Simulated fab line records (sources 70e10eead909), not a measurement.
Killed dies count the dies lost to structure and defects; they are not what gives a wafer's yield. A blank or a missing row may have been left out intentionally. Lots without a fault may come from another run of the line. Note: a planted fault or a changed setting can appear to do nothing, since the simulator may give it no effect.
Struck lot and sound lot, side by side	flow nand_harc	15 steps out of a route of 1302
Sound: wafers L426.1, L426.4, L426.5. Wafers struck: L430.3, L430.5, L430.6. The cause comes at the end.
Per side, at each step with rows, come the tool, then ch with its chambers, and then its first start. Under that, the readings that differ: sound wafers	struck wafers	difference of the means	sigmas: that difference in standard deviations of wafers without a fault.
alike: same words and numbers on both sides, and readings whose means sit less than 2 such deviations apart. not compared: any withheld reading, any reading some wafer has no value for, any bound like >300 that may hide the same value, and any number with overlapping values for which the record gives no deviation.
A row with sigmas, a row that says differs or no value, or rows on one side alone: a step with any of these is where the two part. Numbers that have no deviation but don't overlap get no sigmas and don't part them. A reading that every wafer of one side lacks parts them only if that side has two wafers or more.

first, 2 steps without rows for these wafers: NHARC_A_CHANNEL_HOLE_D2_STRIP_42 (strips in CF4/CHF3); NHARC_A_CHANNEL_HOLE_D2_STRIP_43 (strips in O2/COS).
NHARC_A_CHANNEL_HOLE_D2_ETCH_44: etches the open film in CF4/O2, target depth 140 nm, overetch 14 nm, time 77 s.
  sound on rie_diel-02 ch 2,3, day 18 01:13; struck on rie_diel-02 ch 0,1, day 19 21:43
  alike: drypump_motor_current_A, oes_product_au, rf_fwd_power_W, rf_vpp_V, showerhead_plenum_p_Torr, throttle_valve_pct
  not compared: rf_hours_counter_h
NHARC_A_CHANNEL_HOLE_D2_STRIP_28: strips in O2.
  sound on rie_diel-02 ch 0,1,2; struck on rie_diel-02 ch 0,1,3
  alike: drypump_motor_current_A, oes_product_au, rf_vpp_V, showerhead_plenum_p_Torr, throttle_valve_pct
  not compared: rf_hours_counter_h
then, 2 steps without rows for these wafers: NHARC_A_CHANNEL_HOLE_D2_PRECLEAN_29 (cleans in SC1); NHARC_A_CHANNEL_HOLE_D2_SRD_30.
NHARC_A_CHANNEL_HOLE_D2_CD_MEAS_31:
  sound on cd_sem-01, day 18 01:59; struck on cd_sem-01, day 19 22:31
  alike: cd_nm
NHARC_A_CHANNEL_HOLE_D2_XSEM_32:
  sound on xsem-02 ch 0, day 18 02:05; struck on xsem-01 ch 0, day 19 22:36
  alike: bot_cd_nm, bow_nm, tilt_deg
NHARC_A_CHANNEL_HOLE_D2_INSPECT_40:
  sound on defect_inspect-01, day 18 02:11; struck on defect_inspect-01, day 19 22:41
  alike: raw_defect_count
then, 2 steps without rows for these wafers: NHARC_A_CHANNEL_FILL_D2_PRECLEAN_00 (cleans in SC1); NHARC_A_CHANNEL_FILL_D2_SRD_01.
NHARC_A_CHANNEL_FILL_D2_ALD_02: deposits SiO2, target thk 6 nm, pulse time 10 s, ald cycles 60.
  sound on ald_hk-01 ch 1,3, day 18 02:23; struck on ald_hk-01 ch 2,3, day 20 01:45
  alike: ald_cycles, heater_power_w, precursor_pulse_height_rel
NHARC_A_CHANNEL_FILL_D2_ALD_03: deposits SiNx, target thk 6 nm, pulse time 60 s, ald cycles 58.
  sound on ald_sin_batch-01 ch 0, day 18 05:36; struck on ald_sin_batch-02 ch 0, day 20 05:12
reading	sound	struck	difference	sigmas
ald_cycles	58 58 58	61 61 61	+3	
  alike: precursor_pulse_height_rel
NHARC_A_CHANNEL_FILL_D2_ALD_14: deposits SiO2, target thk 2.5 nm, pulse time 10 s, ald cycles 25.
  sound on ald_hk-04 ch 0,2,3, day 18 09:10; struck on ald_hk-04 ch 0,1,3, day 20 08:50
  alike: ald_cycles, heater_power_w, precursor_pulse_height_rel
-- record jumps: 10 days between struck wafers' starts before vs after; left off in module A_CHANNEL_FILL_D2, resumes in module END, first step shown is number 1302 of the route --
NHARC_END_SORT_01:
  sound on prober-02 ch 0, day 29 08:04; struck on prober-02 ch 0, day 30 17:15
  alike: killed_at_array, killed_at_other, killed_at_periphery, killed_dies, killed_open, killed_short

WHERE THEY PART
Nowhere in this record.

WHY: whatever the simulator had introduced
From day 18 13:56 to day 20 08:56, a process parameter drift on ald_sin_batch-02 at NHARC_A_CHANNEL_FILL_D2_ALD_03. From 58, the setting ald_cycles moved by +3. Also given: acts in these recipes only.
